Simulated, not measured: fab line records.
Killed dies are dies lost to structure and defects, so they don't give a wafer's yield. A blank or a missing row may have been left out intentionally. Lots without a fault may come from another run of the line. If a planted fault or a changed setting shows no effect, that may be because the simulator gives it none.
A struck lot beside a sound one | flow n5 finfet | 39 out of 1938 route steps
Sound: wafers L869.1, L869.3, L869.5. Struck: wafers L867.1, L867.3, L867.4. The cause comes at the end.
For every step that has rows: the tool of each side, followed by ch and its chambers, followed by its first start. Under that, the readings that differ: sound wafers | struck wafers | difference of the means | sigmas: that difference in standard deviations of wafers without a fault.
alike: same words and numbers on both sides, and readings whose means sit less than 2 such deviations apart. not compared: any withheld reading, any reading some wafer has no value for, any bound like >300 that may hide the same value, and any number with overlapping values for which the record gives no deviation.
A row with sigmas, a row that says differs or no value, or rows on one side alone: a step with any of these is where the two part. Numbers that have no deviation but don't overlap get no sigmas and don't part them. Lack of a reading on every wafer of one side parts them only where that side has two or more wafers.

first, 10 steps without rows for these wafers: N5_GATE_CUT_ETCHBACK_00 (etches W in SF6/Cl2); N5_GATE_CUT_ETCH_56 (etches TiN in Cl2/Ar, target depth 21.6 nm); N5_GATE_CUT_ETCHBACK_30 (etches TiN in Cl2/Ar, target depth 3 nm); N5_GATE_CUT_VAPOR_ETCH_60 (etches HfO2 in BCl3/Cl2); N5_GATE_CUT_ETCH_58 (etches SiNx in CH3F/O2, target depth 17 nm, time 128.6 s); N5_GATE_CUT_STRIP_59 (strips in N2/H2, time 20 s); N5_GATE_CUT_PRECLEAN_31 (cleans in DIW, time 300 s); N5_GATE_CUT_SRD_32 (time 30 s); N5_GATE_CUT_SAC_CAP_01 (material SiNx, target thk 24 nm, pulse time 1 s, ald cycles 480); N5_GATE_CUT_PECVD_57 (deposits SiNx from SiH4/NH3/N2, target thk 21 nm).
N5_GATE_CUT_CMP_02: polishes, stops on SiO2, t overpolish 12.7 s, target thk 0 nm.
  sound on cmp-04 ch 0,1, day 10 03:37; struck on cmp-03 ch 0,1,2, day 9 15:46
  no value came back on the struck wafers for any of 6 readings (edge zone pressure frac, head pressure psi (psi) and others); on the sound wafers edge zone pressure frac reads 1.011 1.003 1.003
  reading                                       | sound          | struck         | difference | sigmas
  model.SiNx_of_GATE_CUT_PECVD_57.thk nm (nm)   | 0 0 0          | 20.8 21.2 21.2 | +21.1      |
  model.SiNx_of_GATE_CUT_SAC_CAP_01.thk nm (nm) | 21.6 21.8 21.8 | 23.8 24 24     | +2.2       |
  not compared: model.SiO2_flowable_of_ILD0_FCVD_FILL_01.thk nm
then, 19 steps without rows for these wafers: N5_GATE_CUT_HM_DEP_46 (deposits SiO2 from TEOS/O2, target thk 130 nm, time 26.6 s); N5_GATE_CUT_COAT_34 (time 60 s, resist thk 60 nm); N5_GATE_CUT_COAT_35 (time 60 s, resist thk 10 nm); N5_GATE_CUT_COAT_27 (time 60 s, resist thk 10 nm); N5_GATE_CUT_COAT_07 (resist thk 30 nm); N5_GATE_CUT_EBR_09; N5_GATE_CUT_SOFTBAKE_08 (time 60 s); N5_GATE_CUT_EXPOSE_10 (exposes mask GATE CUT, target cd 20 nm); N5_GATE_CUT_PEB_11 (peb time 60 s); N5_GATE_CUT_DEVELOP_12 (develop time 30 s); N5_GATE_CUT_DESCUM_18 (chemistry O2, time 7 s); N5_GATE_CUT_ETCH_28 (etches underlayer in N2/H2, target depth 13 nm, time 10.4 s); N5_GATE_CUT_ETCH_36 (etches SiARC in CF4, target depth 13 nm, time 21.7 s); N5_GATE_CUT_ETCH_37 (etches SOC in N2/H2, target depth 60 nm, overetch 12 nm, time 90 s); N5_GATE_CUT_STRIP_38 (strips in N2/H2); N5_GATE_CUT_STRIP_39 (strips in N2/H2); N5_GATE_CUT_HM_OPEN_40 (chemistry C4F6/O2, target SiO2, target depth 139 nm, time 85.1 s); N5_GATE_CUT_STRIP_41 (strips in CF4); N5_GATE_CUT_STRIP_42 (strips in O2).
N5_GATE_CUT_ETCH_19: etches SiNx in CH3F/O2, target depth 53.7 nm, time 76.7 s.
  sound on rie diel-03 ch 1,3, day 10 04:50; struck on rie diel-03 ch 0,2,3, day 9 17:10
  reading               | sound          | struck         | difference | sigmas
  etch rf on time s (s) | 77.6 76.9 77.1 | 84.8 85.4 85.3 | +8.0       | +7
  oes product au (a.u.) | 0.59 0.65 0.66 | 0.97 0.91 0.96 | +0.31      | +5
  alike: bias w, drypump motor current A, mfc ar sccm, oes_f_703_au, rf vpp V, showerhead plenum p Torr, throttle valve pct
  not compared: rf hours counter h
then, 5 steps without rows for these wafers: N5_GATE_CUT_CUT_ETCH_53 (etches W in SF6/Cl2, target depth 79.2 nm); N5_GATE_CUT_CUT_ETCH_54 (etches TiN in Cl2/BCl3, target depth 96.7 nm); N5_GATE_CUT_CUT_ETCH_55 (etches HfO2 in BCl3, target depth 3.2 nm); N5_GATE_CUT_ETCH_47 (etches SiO2 in Cl2/BCl3, target depth 10 nm); N5_GATE_CUT_VAPOR_ETCH_48 (etches TiN in BCl3/Cl2).
N5_GATE_CUT_CMP_61: polishes, stops on SiNx, t overpolish 3 s.
  sound on cmp-04 ch 0,1,3, day 10 07:45; struck on cmp-01 ch 0,1,2, day 9 21:08
  reading                                       | sound          | struck         | difference | sigmas
  model.SiNx_of_GATE_CUT_SAC_CAP_01.thk nm (nm) | 21.2 21.2 21.2 | 23.4 23.6 23.6 | +2.3       |
  alike: edge zone pressure frac, head pressure psi, motor current A, platen rpm
  not compared: model.SiO2_flowable_of_ILD0_FCVD_FILL_01.thk nm
N5_BEOL_M4_RC_MEAS_101:
  the record has rows for the sound wafers here (prober-02 ch 0, day 14 22:38) and none for the struck ones
-- the record jumps here: 9 days lie between the struck wafers' starts before and after (it left off in module BEOL_M4 and takes up again in module PASSIVATION, whose first step shown is number 1936 of the route) --
N5_PASSIVATION_PROBE_49:
  rows exist in the record for the struck wafers here (prober-02, day 18 18:17), but not for the sound ones

## WHERE THEY PART
Last at N5_PASSIVATION_PROBE_49 as far as this record goes, first at N5_GATE_CUT_CMP_02.

WHY: whatever the simulator had introduced
Skipped step whole: cmp-03, from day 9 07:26 on, at N5_GATE_CUT_CMP_02. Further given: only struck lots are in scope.
